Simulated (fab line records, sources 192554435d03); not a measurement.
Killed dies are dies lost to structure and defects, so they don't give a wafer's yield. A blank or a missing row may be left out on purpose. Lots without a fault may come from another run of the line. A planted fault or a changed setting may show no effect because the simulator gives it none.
fab line records | flow n5_finfet
record lots=3 wafers=9 last_day=17
route steps=1938 shown MOL_CONTACT_COAG@551
lots that met no fault: from a run of the same line without faults
start_h: hours from the record's first day to the start of the lot's first wafer shown | wait_h: hours since the lot's step before | " the same as in the row above | L1.1+2: a row that stands for several wafers | - no value, or no start given | * or withheld: withheld | < > ~ a bound
route shown NAME@n: a module of which the file shows steps, and the number in the route of the first | usual: mean/standard deviation of fault-free wafers | same: alike in all rows | chamber/n: place in a boat | sites: the reading at each site | _std_site: their standard deviation | _edge_site: outer sites' mean less inner sites' | radius_mm: how far each site lies from the wafer's centre | mask NAME#n: copy n | behind: the tool/chamber that last shaped the wafer | hold: why the lot was held/for how many hours/how that ended | device: the transistor (n, p or np) that didn't switch | end of line: the same wafers' tests at the end of the route | a step without rows: its recipe alone | killed: dies lost to structure and defects at the first sort, not the wafer's yield | map: a wafer's dies, x killed, . not, _ none there
set.NAME: the setting as run; set.NAME@STEP: as run at that earlier step | model.NAME: the simulator's own value behind a step, which no gauge read
lots at some steps of the route; a table a step, a row a wafer
services: from which hour (start_h, from the record's first day; less than 0 if before it) a tool's chamber was out of use, for how many hours, and why
## steps
# step N5_MOL_CONTACT_COAG_SPUTTER_130
# recipe material=Co target_thk_a=475 temp_c=25 chamber_pressure_pa=0.5 power_w=3000
# step N5_MOL_CONTACT_COAG_PRECLEAN_125
# recipe chemistry=DIW time_s=57.5 temp_c=23
# step N5_MOL_CONTACT_COAG_SRD_126
# recipe dry_time_s=32 dry=n2_spin spin_rpm=1500
# step N5_MOL_CONTACT_COAG_CMP_23
# recipe stop_on=SiO2 t_overpolish_s=1.5 post_cmp_clean=cu_alkaline down_force_psi=2 platen_rpm=50.289 pad_velocity_m_s=1.0006 target_thk_nm=0
# step N5_MOL_CONTACT_COAG_WET_ETCH_26
# recipe target=Co target_depth_nm=13
# step N5_MOL_CONTACT_COAG_WET_ETCH_116
# recipe chemistry=SC1-inhibited target_depth_nm=4.6 dry=ipa_marangoni rinse_time_s=30 rinse_temp_c=23
# step N5_MOL_CONTACT_COAG_ALD_27
# recipe material=SiOC target_thk_a=170 temp_c=400 ald_precursor_family=carbosiloxane ald_co_reactant=H2-plasma pulse_time_s=1.5 time_s=2720 purge_time_s=2 co_reactant_purge_time_s=2 ald_cycles=340 pressure_torr=2
# step N5_MOL_CONTACT_COAG_CMP_28
# recipe stop_on=SiNx t_overpolish_s=0.85 post_cmp_clean=alkaline_brush down_force_psi=4.15 platen_rpm=51.8 pad_velocity_m_s=1.0307 target_thk_nm=14.522
# step N5_MOL_CONTACT_COAG_ALD_123
# recipe material=SiNx target_thk_a=50 temp_c=400 ald_precursor_family=SiH2I2 ald_co_reactant=N2/H2-plasma pulse_time_s=1 purge_time_s=2 co_reactant_purge_time_s=2 ald_cycles=100 pressure_torr=2
# step N5_MOL_CONTACT_COAG_PECVD_31
# recipe material=SiO2 target_thk_a=460 temp_c=400 precursor=TEOS/O2 pressure_torr=6.5 rf_w=withheld teos_flow_sccm=withheld gas=O2 flow_sccm=2650 time_s=8.9
# usual susceptor_temp_C=400.00/0.22
# columns lot.wafer tool chamber start_h wait_h susceptor_temp_C model.SiO2_of_MOL_CONTACT_COAG_PECVD_31.thk_nm
L679.2 pecvd-04 2 102.06 0.3 400.50 46.2
L679.4 " 2 " " 400.13 47.4
L679.5 " 1 " " 400.13 47.2
L688.3 pecvd-03 0 155.77 0.3 400.15 45.8
L688.5 " 2 " " 400.19 46.6
L688.6 " 0 " " 400.02 46.4
L702.3 pecvd-04 2 235.99 0.3 - 19
L702.4 " 2 " " - 19.2
L702.6 " 0 " " 399.98 47
# step N5_MOL_CONTACT_COAG_COAT_75
# recipe resist=SOC temp_c=250 time_s=60 spin_rpm=1500 resist_thk_nm=60
# step N5_MOL_CONTACT_COAG_COAT_76
# recipe resist=SiARC temp_c=220 time_s=60 spin_rpm=1500 resist_thk_nm=10
# step N5_MOL_CONTACT_COAG_COAT_77
# recipe resist=underlayer temp_c=205 time_s=60 spin_rpm=1500 resist_thk_nm=10
# step N5_MOL_CONTACT_COAG_COAT_78
# recipe resist=CAR-EUV spin_rpm=1500 resist_thk_nm=40
# step N5_MOL_CONTACT_COAG_EBR_80
# recipe solvent=PGMEA ebr_width_mm=1.5
# step N5_MOL_CONTACT_COAG_SOFTBAKE_79
# recipe temp_c=110 time_s=60 resist=CAR-EUV
# step N5_MOL_CONTACT_COAG_EXPOSE_81
# recipe mask_id=VG na=0.33 source_shape=annular sigma_inner=0.3 sigma_outer=0.7 polarization=unpolarized defocus_nm=0 dose_mj=59.5
# step N5_MOL_CONTACT_COAG_PEB_82
# recipe peb_temp_c=100 peb_time_s=60 resist=CAR-EUV
# step N5_MOL_CONTACT_COAG_DEVELOP_83
# recipe develop_time_s=30 developer=TMAH resist=CAR-EUV rinse_liquid=surfactant_rinse dry=air_spin dev_temp_c=23
# step N5_MOL_CONTACT_COAG_DESCUM_88
# recipe chemistry=O2 time_s=7 source_power_w=50 bias_power_w=20 pressure_mtorr=20 rf_frequency_hz=2.712e+07 temp_c=40 resist=CAR-EUV o2_flow_sccm=225
# step N5_MOL_CONTACT_COAG_ETCH_89
# recipe chemistry=N2/H2 target=underlayer target_depth_a=130 mask_material=CAR-EUV time_s=10.4 ion_energy_ev=200 pressure_mtorr=30 source_w=840 bias_w=150 n2_flow_sccm=200 h2_flow_sccm=200 ends=cleared
# step N5_MOL_CONTACT_COAG_ETCH_90
# recipe chemistry=CF4 target=SiARC target_depth_a=130 mask_material=CAR-EUV time_s=21.7 ion_energy_ev=80 pressure_mtorr=40 source_w=545 bias_w=36 Ar_flow_sccm=100 cf4_flow_sccm=100 ends=cleared
# step N5_MOL_CONTACT_COAG_ALD_131
# recipe material=SiO2 target_thk_a=50 temp_c=100 ald_precursor_family=BDEAS ald_co_reactant=O2-plasma pulse_time_s=1 co_reactant_pulse_time_s=1 purge_time_s=2 co_reactant_purge_time_s=2 ald_cycles=35 pressure_torr=2
# step N5_MOL_CONTACT_COAG_ETCHBACK_132
# recipe chemistry=CHF3 target=SiO2 target_depth_a=100 time_s=6.7 ion_energy_ev=200 pressure_mtorr=30 source_w=610 bias_w=170 Ar_flow_sccm=200 CHF3_flow_sccm=50
# step N5_MOL_CONTACT_COAG_ETCH_91
# recipe chemistry=N2/H2 target=SOC target_depth_a=600 overetch_a=210 mask_material=SiARC temp_c=40 time_s=101.2 ion_energy_ev=200 pressure_mtorr=30 source_w=840 bias_w=150 n2_flow_sccm=200 h2_flow_sccm=200
# step N5_MOL_CONTACT_COAG_STRIP_92
# recipe chemistry=N2/H2 temp_c=40 n2_flow_sccm=200 h2_flow_sccm=200 rf_frequency_hz=6e+07
# step N5_MOL_CONTACT_COAG_STRIP_93
# recipe chemistry=N2/H2 temp_c=40 n2_flow_sccm=200 h2_flow_sccm=200 rf_frequency_hz=6e+07
# step N5_MOL_CONTACT_COAG_ETCHBACK_135
# recipe chemistry=CHF3 target=SiO2 target_depth_a=250 time_s=16.7 ion_energy_ev=200 pressure_mtorr=30 source_w=610 bias_w=170 Ar_flow_sccm=200 CHF3_flow_sccm=50
# step N5_MOL_CONTACT_COAG_STRIP_118
# recipe chemistry=CHF3 resist=SiARC rf_frequency_hz=6e+07
# step N5_MOL_CONTACT_COAG_VIA_ETCH_46
# recipe chemistry=C4F6/O2 target_depth_a=460 overetch_a=92 mask_material=SOC target=SiO2 bias_w=455 pressure_mtorr=10 time_s=40 source_w=325 Ar_flow_sccm=300 C4F6_flow_sccm=10 O2_flow_sccm=10 ion_energy_ev=575.3 ends=end_point
# usual drypump_motor_current_A=5.6/0.53 oes_f_703_au=0.82/0.084 oes_product_au=0.74/0.077 rf_vpp_V=1584/16 showerhead_plenum_p_Torr=2.85/0.076 throttle_valve_pct=40.82/0.22
# columns lot.wafer tool chamber start_h wait_h drypump_motor_current_A oes_f_703_au oes_product_au rf_hours_counter_h rf_vpp_V showerhead_plenum_p_Torr throttle_valve_pct model.etch.depth_nm
L679.2 rie_diel-02 3 103.12 0.0 5.9 0.94 0.83 15 1605 3.01 40.53 46.2
L679.4 " 0 " " 5.0 0.67 0.62 - 1561 2.70 41.19 47.33
L679.5 " 3 " " 5.9 0.94 0.85 - 1606 3.01 40.53 47.19
L688.3 rie_diel-04 2 156.75 0.0 5.2 0.92 0.80 36 1586 2.90 40.88 45.78
L688.5 " 0 " " 6.3 0.85 0.77 - 1607 2.90 40.50 46.68
L688.6 " 3 " " 5.5 0.79 0.71 - 1604 2.87 41.02 46.44
L702.3 rie_diel-06 0 239.29 0.0 5.8 0.70 0.41 229 1576 2.81 40.41 18.94
L702.4 " 1 " " 5.3 0.86 0.52 31 1588 2.89 40.65 19.28
L702.6 " 1 " " 5.3 0.86 0.80 - 1586 2.89 40.92 46.96
# step N5_MOL_CONTACT_COAG_STRIP_96
# recipe chemistry=N2/H2 power_w=500 temp_c=40 pressure_mtorr=50 rf_frequency_hz=6e+07 overash_fraction=0.3 bias_power_w=28 h2_frac=0.5 n2_flow_sccm=300 h2_flow_sccm=300
# step N5_MOL_CONTACT_COAG_ETCH_47
# recipe chemistry=CH3F/O2 target=SiNx target_depth_a=270 mask_material=SiO2 stop_on=W over_etch_frac=0.2 ion_energy_ev=120 endpoint=OES-CN pressure_mtorr=30 source_w=395 bias_w=73 Ar_flow_sccm=150 CH3F_flow_sccm=30 O2_flow_sccm=20 ends=end_point
# step N5_MOL_CONTACT_COAG_STRIP_119
# recipe chemistry=N2/H2 time_s=30 power_w=1000 temp_c=250 pressure_mtorr=withheld n2_flow_sccm=1750 h2_flow_sccm=3250
# step N5_MOL_CONTACT_COAG_PRECLEAN_144
# recipe chemistry=alkaline_clean temp_c=60 time_s=60 do_ppb=50
# step N5_MOL_CONTACT_COAG_SRD_145
# recipe dry=ipa_marangoni time_s=30 temp_c=23 rinse_liquid=diw
# step N5_MOL_CONTACT_COAG_CMP_52
# recipe stop_on=SiO2 t_overpolish_s=1.5 post_cmp_clean=w_dilute_nh4oh down_force_psi=4 platen_rpm=50.289 pad_velocity_m_s=1.0006 target_thk_nm=66.5
# usual motor_current_A=11.9/0.74 retaining_ring_pressure_frac=1.001/0.0051 slurry_filter_dp_kPa=13.50/0.14
# columns lot.wafer tool chamber start_h wait_h motor_current_A retaining_ring_pressure_frac slurry_filter_dp_kPa model.SiO2_of_MOL_CONTACT_COAG_PECVD_31.thk_nm
L679.2 cmp-03 3 105.62 0.1 11.4 0.996 13.50 44.2
L679.4 " 0 " " 11.2 1.008 13.59 45.2
L679.5 " 3 " " 12.4 0.988 13.43 45.2
L688.3 cmp-03 2 159.49 0.0 12.2 0.997 13.82 43.8
L688.6 " 2 " " 11.8 1.000 13.56 44.4
L688.5 " 3 " " 12.0 1.008 13.54 44.6
L702.3 cmp-01 2 242.26 0.1 11.4 0.997 13.60 16.8
L702.4 " 3 " " 11.6 0.997 13.53 17.2
L702.6 " 2 " " 10.5 0.998 13.53 44.8
# step N5_MOL_CONTACT_COAG_THK_MEAS_53
# recipe reads=SiO2_of_MOL_CONTACT_COAG_PECVD_31
# usual VIA_MOL_THK=44.2/0.58
# columns lot.wafer tool chamber start_h wait_h VIA_MOL_THK[nm]
L679.2 film_metro-02 - 105.88 - 44.1
L679.4 " - " " 45.3
L679.5 " - " " 45.1
L688.3 film_metro-02 - 159.79 - 43.7
L688.5 " - " " 44.6
L688.6 " - " " 44.4
L702.3 film_metro-02 - 242.52 - 16.9
L702.4 " - " " 17.2
L702.6 " - " " 44.9
## services
# columns tool chamber start_h hours kind
rie_diel-02 1 85.19 - clean
rie_diel-02 1 85.19 - consumable_replace:focus_ring
rie_diel-02 1 85.19 23.3 scheduled_down
cmp-01 - 86.56 0.9 repair
cmp-01 - 96.03 3.6 repair
rie_diel-04 1 107.47 3.4 repair
cmp-01 - 129.65 4.0 pm
cmp-01 - 137.34 3.7 repair
rie_diel-06 - 153.59 1.2 repair
cmp-01 - 167.41 5.2 pm
pecvd-04 2 172.95 2.1 scheduled_down
cmp-01 - 173.97 1.1 repair
rie_diel-06 1 175.24 16.7 repair
pecvd-03 - 181.09 1.8 repair
rie_diel-02 3 196.56 2.4 repair
pecvd-04 1 199.60 5.5 scheduled_down
pecvd-03 - 199.99 14.6 pm
pecvd-04 2 205.34 - clean
pecvd-04 2 205.34 - consumable_replace:showerhead
pecvd-04 2 205.34 29.0 scheduled_down
pecvd-04 2 205.34 29.0 vent_cycle
cmp-03 - 210.09 40.3 repair
rie_diel-02 - 217.41 0.9 repair
rie_diel-02 - 221.67 28.1 pm
## key
first_sign step=N5_MOL_CONTACT_COAG_VIA_ETCH_46 reading=oes_product_au direction=down sigmas=3.5 usual=0.74 struck=0.47
effect step=N5_MOL_CONTACT_COAG_THK_MEAS_53 reading=VIA_MOL_THK direction=down sigmas=46 usual=44.2 struck=17.1
model_effect step=N5_MOL_CONTACT_COAG_PECVD_31 value=SiO2_of_MOL_CONTACT_COAG_PECVD_31.thk_nm without=46.4 struck=19.1
model_effect step=N5_MOL_CONTACT_COAG_VIA_ETCH_46 value=etch.depth_nm without=46.45 struck=19.11
model_effect step=N5_MOL_CONTACT_COAG_CMP_52 value=SiO2_of_MOL_CONTACT_COAG_PECVD_31.thk_nm without=44.4 struck=17
met_at N5_MOL_CONTACT_COAG_PECVD_31
struck_wafers L702.3,L702.4
tester_left_out L702
onset_between 102.06 235.99
fault kind=process_parameter_drift tool=pecvd-04 chamber=2 onset_h=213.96 steps=N5_MOL_CONTACT_COAG_PECVD_31 channel=time_s offset=* shape=step end_h=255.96 acts_in=* stated=*
# tester_left_out: of these lots the tester's yield and bins aren't shown, on N5 and GAA mostly nor the transistor test; their killed dies are dies lost to structure and defects alone, not to doping, threshold or leakage, so they don't give the yield
